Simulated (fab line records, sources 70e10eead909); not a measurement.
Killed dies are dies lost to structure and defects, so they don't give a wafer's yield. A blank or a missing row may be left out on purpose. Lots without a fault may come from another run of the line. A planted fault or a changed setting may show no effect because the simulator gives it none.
Chamber matching | flow nand_harc | NHARC_P_M0_ETCH_34 on rie_diel-02: 4 sister chambers
The step etches the open film in N2/H2, target depth 40 nm, overetch 12 nm, time 43.94 s. 8 wafers are shown with their chamber, then 12 later ones without.

WAFERS WITH THEIR CHAMBER
wafer  | chamber | drypump_motor_current_A (A) | showerhead_plenum_p_Torr (Torr)
L084.4 | 2       | 5.3                         | 1.90
L086.3 | 1       | 5.0                         | 2.13
L087.6 | 1       | 5.0                         | 2.12
L092.2 | 0       | 5.7                         | 2.13
L092.6 | 3       | 6.0                         | 2.14
L093.2 | 2       | 5.3                         | 1.90
L093.3 | 3       | 6.1                         | 2.13
L093.4 | 0       | 5.7                         | 2.13

WAFERS WITHOUT THEIR CHAMBER
wafer  | drypump_motor_current_A (A) | showerhead_plenum_p_Torr (Torr)
L095.1 | 5.3                         | 1.90
L095.2 | 5.0                         | 2.12
L095.5 | 6.1                         | 2.13
L094.1 | 5.7                         | 2.13
L094.2 | 6.1                         | 2.13
L094.5 | 5.0                         | 2.12
L096.1 | 6.1                         | 2.13
L096.3 | 5.7                         | 2.12
L096.4 | 5.0                         | 2.12
L097.2 | 5.7                         | 2.12
L097.5 | 5.0                         | 2.12
L097.6 | 5.7                         | 2.12

WHICH CHAMBER EACH WENT THROUGH
wafer  | from the rows above | in truth
L095.1 | 2                   | 2
L095.2 | 1                   | 1
L095.5 | 3                   | 3
L094.1 | 0                   | 0
L094.2 | 3                   | 3
L094.5 | 1                   | 1
L096.1 | 3                   | 3
L096.3 | 0                   | 0
L096.4 | 1                   | 1
L097.2 | 0                   | 0
L097.5 | 1                   | 1
L097.6 | 0                   | 0
Placed correctly: 12 of 12. Can't be placed from these rows: 0. Placed wrongly: 0.
How it was worked out, from the rows above alone: a wafer's distance from a chamber is the root of the sum, over the readings, of the square of ((its reading less the chamber's mean) divided by the reading's scatter). The wafer belongs to the nearest chamber; if the next one is less than 2 further off, it can't be placed. A chamber's mean is the mean of its shown wafers. The scatter: the root of (the sum of the squares of (reading less its chamber's mean) over the shown wafers, divided by (wafers less chambers)).
